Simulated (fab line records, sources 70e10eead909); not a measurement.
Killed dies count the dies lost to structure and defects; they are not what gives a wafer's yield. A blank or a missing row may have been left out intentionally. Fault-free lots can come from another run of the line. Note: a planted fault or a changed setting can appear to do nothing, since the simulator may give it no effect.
Chamber matching    flow nandHarc    NHARC_P_BONDPAD_STRIP_15 on rieDiel-05: 4 sister chambers
The step strips in O2. 16 wafers are shown with their chamber, then 8 later ones without.

== EACH WAFER AND ITS CHAMBER ==
wafer   chamber  showerheadPlenumPTorr (Torr)  drypumpMotorCurrentA (A)  oesProductAu (a.u.)
L075.3  3        3.41                          6.3                       1.020
L075.5  3        3.41                          6.3                       1.035
L075.6  1        3.36                          5.7                       0.989
L077.2  2        3.64                          6.1                       1.006
L077.3  1        3.36                          5.8                       0.986
L077.6  3        3.41                          6.3                       1.020
L082.1  2        3.64                          6.1                       1.001
L082.5  0        3.73                          5.5                       0.995
L082.6  3        3.40                          6.3                       1.026
L087.1  1        3.36                          5.8                       1.003
L087.2  2        3.64                          6.2                       1.019
L087.3  3        3.40                          6.3                       1.019
L090.1  2        3.64                          6.1                       1.011
L090.2  3        3.40                          6.3                       1.010
L090.3  0        3.73                          5.5                       0.987
L089.3  3        3.40                          6.3                       1.036

SIGNATURES, as means of the wafers listed above
reading                chamber 0  chamber 1  chamber 2  chamber 3  scatter within a chamber
showerheadPlenumPTorr  3.7300     3.3600     3.6400     3.4043     0.00378
drypumpMotorCurrentA   5.500      5.767      6.125      6.300      0.0344
oesProductAu           0.99100    0.99267    1.00925    1.02371    0.00864
Rule: distance of a wafer from a chamber = root of the sum over the readings of ((wafer's reading minus chamber's mean) / reading's scatter) squared. The wafer belongs to the nearest chamber; if the next one is less than 2 further off, it can't be placed. The scatter: the root of (the sum of the squares of (reading less its chamber's mean) over the shown wafers, divided by (wafers less chambers)).

== WAFERS WITH NO CHAMBER GIVEN ==
wafer   showerheadPlenumPTorr (Torr)  drypumpMotorCurrentA (A)  oesProductAu (a.u.)
L089.5  3.73                          5.5                       0.998
L089.6  3.35                          5.7                       1.004
L092.1  3.35                          5.7                       1.010
L092.2  3.73                          5.5                       0.987
L092.5  3.73                          5.6                       0.988
L097.1  3.64                          6.1                       1.012
L097.2  3.73                          5.5                       0.989
L097.5  3.40                          6.3                       1.014

== THE CHAMBER EACH PASSED THROUGH ==
wafer   from the rows above  in truth
L089.5  0                    0
L089.6  1                    1
L092.1  1                    1
L092.2  0                    0
L092.5  0                    0
L097.1  2                    2
L097.2  0                    0
L097.5  3                    3
Placed correctly: 8 of 8. Left unplaced by these rows: 0. Wrongly placed: 0.
